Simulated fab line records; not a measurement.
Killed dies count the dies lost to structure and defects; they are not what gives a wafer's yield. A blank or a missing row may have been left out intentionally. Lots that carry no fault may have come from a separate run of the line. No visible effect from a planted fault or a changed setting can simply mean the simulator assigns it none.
Matching of chambers -- flow n5-finfet -- N5_BEOL_M2_ETCH_77 on rie-diel-06: 4 sister chambers
The step etches underlayer in N2/H2, target depth 6.5 nm, time 5.2 s. 4 wafers are shown with their chamber, then 8 later ones without.

EACH WAFER AND ITS CHAMBER
wafer,chamber,drypump-motor-current-A (A)
L089.1,0,5.72
L090.5,2,5.13
L090.6,3,5.28
L095.2,1,5.97

WAFERS WITHOUT THEIR CHAMBER
wafer,drypump-motor-current-A (A)
L095.5,5.71
L095.6,5.27
L097.3,5.14
L097.5,5.28
L097.6,5.72
L096.2,5.27
L096.3,5.71
L096.5,5.72

EACH ONE'S CHAMBER
wafer,from the rows above,in truth
L095.5,0,0
L095.6,3,3
L097.3,2,2
L097.5,3,3
L097.6,0,0
L096.2,3,3
L096.3,0,0
L096.5,0,0
Placed correctly: 8 of 8. Not placeable from these rows: 0. 0 placed wrongly.
How it was worked out, from the rows above alone: a wafer's distance from a chamber is the root of the sum, over the readings, of the square of ((its reading less the chamber's mean) divided by the reading's scatter). If the next closest chamber is less than 2 further off than the closest, the wafer can't be placed; otherwise it belongs to the closest. Each chamber's mean is taken over the wafers shown for it. The scatter: root of mean squared gap, hidden wafer to nearest shown wafer, with one shown wafer a chamber.
